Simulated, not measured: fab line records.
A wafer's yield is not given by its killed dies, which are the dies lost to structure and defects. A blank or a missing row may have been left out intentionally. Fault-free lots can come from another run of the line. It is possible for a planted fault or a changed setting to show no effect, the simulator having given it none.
Split-lot experiment + flow n5Finfet + 21 wafers read from 7 lots, route of 1938 steps

## THE SPLIT ITSELF
At N5_BEOL_M8_PECVD_70 (deposits SiO2 from TEOS/O2, target thk 20 nm, time 22.7 s), the setting tempC was moved away from the recipe's 400 C on 8 of the 21 wafers read, by -3.0% to +4.3%. This setting was run at the recipe's value on the other wafers.

## FROM THE SPLIT TO THE READING: what the file shows between them, 2 steps
- N5_BEOL_M8_DEVELOP_10: develop time 30 s (also split here: developTimeS)
- N5_BEOL_M8_STRIP_80: strips in N2/H2, time 10 s

## THE READING
SiO2_of_BEOL_M8_PECVD_70.thkNm (the simulator's own value, which no gauge read), in nm, at N5_BEOL_M8_HM_STRIP_39 (strips TiN in peroxide tin strip, target depth 25 nm, time 158 s). The file does not state a usual value for it. Average 19.6 nm, standard deviation 0.29 nm, over the 13 wafers here run with the recipe.

| wafer  | tool, chamber at the split | tempC as run, C | against the recipe | SiO2_of_BEOL_M8_PECVD_70.thkNm, nm | against lot-mates on the recipe |
|--------|----------------------------|-----------------|--------------------|------------------------------------|---------------------------------|
| L080.1 | pecvd-03, 1                | 405.1           | +1.3%              | 19.2                               | -0.6                            |
| L080.2 | pecvd-03, 0                | 405.1           | +1.3%              | 18.6                               | -1.2                            |
| L080.3 | pecvd-03, 0                | 400             | recipe             | 19.8                               | -                               |
| L081.2 | pecvd-02, 1                | 400             | recipe             | 19.4                               | -                               |
| L081.5 | pecvd-02, 1                | 400             | recipe             | 19.4                               | -                               |
| L081.6 | pecvd-02, 2                | 400             | recipe             | 19.2                               | -                               |
| L084.1 | pecvd-04, 2                | 417.2           | +4.3%              | 17.4                               | -1.8                            |
| L084.4 | pecvd-04, 1                | 400             | recipe             | 19.2                               | -                               |
| L084.6 | pecvd-04, 0                | 417.2           | +4.3%              | 17.2                               | -2.0                            |
| L083.4 | pecvd-04, 2                | 400             | recipe             | 20                                 | -                               |
| L083.5 | pecvd-04, 1                | 400             | recipe             | 19.4                               | -                               |
| L083.6 | pecvd-04, 0                | 388             | -3.0%              | 21.4                               | +1.7                            |
| L086.1 | pecvd-04, 0,1              | 411.5           | +2.9%              | 17.4                               | no lot-mate on the recipe       |
| L086.3 | pecvd-04, 0,1              | 411.5           | +2.9%              | 17.4                               | no lot-mate on the recipe       |
| L086.5 | pecvd-04, 2                | 411.5           | +2.9%              | 18                                 | no lot-mate on the recipe       |
| L093.2 | pecvd-02, 2                | 400             | recipe             | 19.4                               | -                               |
| L093.3 | pecvd-02, 1                | 400             | recipe             | 19.6                               | -                               |
| L093.5 | pecvd-02, 1                | 400             | recipe             | 19.8                               | -                               |
| L095.3 | pecvd-03, 1                | 400             | recipe             | 20                                 | -                               |
| L095.6 | pecvd-03, 1                | 400             | recipe             | 20                                 | -                               |
| L095.4 | pecvd-03, 0                | 400             | recipe             | 19.4                               | -                               |
Rows listing several chambers each stand for several wafers; the file does not say which wafer went through which chamber.

FIT RESULTS
A straight line over all 21 wafers: SiO2_of_BEOL_M8_PECVD_70.thkNm changes by -0.592 nm for each +1% of tempC; r = -0.96; the points scatter about the line by 0.32 nm.
The same after taking each lot's own level away (the mean of its wafers on the recipe; 18 wafers): -0.482 nm for each +1%; r = -0.96; scatter 0.25 nm.
The reading moves by 2.1 nm for the largest change in tempC, on that fit.
Measured against the standard deviation above, the lots' own levels, which go from 19.20 to 19.80 nm, span 2.1 times it.
So the slope is not independent of the lot-to-lot level: the two fits are not the same.
Check: with one of the wafers moved furthest among these (+4.3%) left out of the fit, the line predicts -2.24 nm for it against its lot-mates. It came out at -1.8 nm against them.

## THESE WAFERS: OTHER SPLITS
These wafers also went through other splits before the reading. Each is held against what the fit with the lots' levels taken away leaves over:
| other split on the same wafers     | wafers away from the commonest value | r with SiO2_of_BEOL_M8_PECVD_70.thkNm (lot level and that fit taken away) |
|------------------------------------|--------------------------------------|---------------------------------------------------------------------------|
| N5_BEOL_M6_EXPOSE_08 doseMj        | 4                                    | +0.05                                                                     |
| N5_BEOL_M6_STRIP_19 tempC          | 7                                    | +0.32                                                                     |
| N5_BEOL_M7_DESCUM_33 timeS         | 7                                    | -0.05                                                                     |
| N5_BEOL_M8_DEVELOP_10 developTimeS | 5                                    | -0.23                                                                     |

## THE WHOLE CHAIN: every reading that the file lists as answering this split, in the file's order
| step                   | what it does                                                     | reading                                                                         | change (the file's fit)               | r (the file's) |
|------------------------|------------------------------------------------------------------|---------------------------------------------------------------------------------|---------------------------------------|----------------|
| N5_BEOL_M8_PECVD_70    | deposits SiO2 from TEOS/O2, target thk 20 nm, time 22.7 s        | SiO2_of_BEOL_M8_PECVD_70.thkNm (the simulator's own value, which no gauge read) | -0.466 nm for each +1% of the setting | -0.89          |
| N5_BEOL_M8_HM_STRIP_39 | strips TiN in peroxide tin strip, target depth 25 nm, time 158 s | SiO2_of_BEOL_M8_PECVD_70.thkNm (the simulator's own value, which no gauge read) | -0.495 nm for each +1% of the setting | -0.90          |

## FILE'S OWN FIT
SiO2_of_BEOL_M8_PECVD_70.thkNm changes by -0.495 nm for each +1% of tempC, r = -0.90.
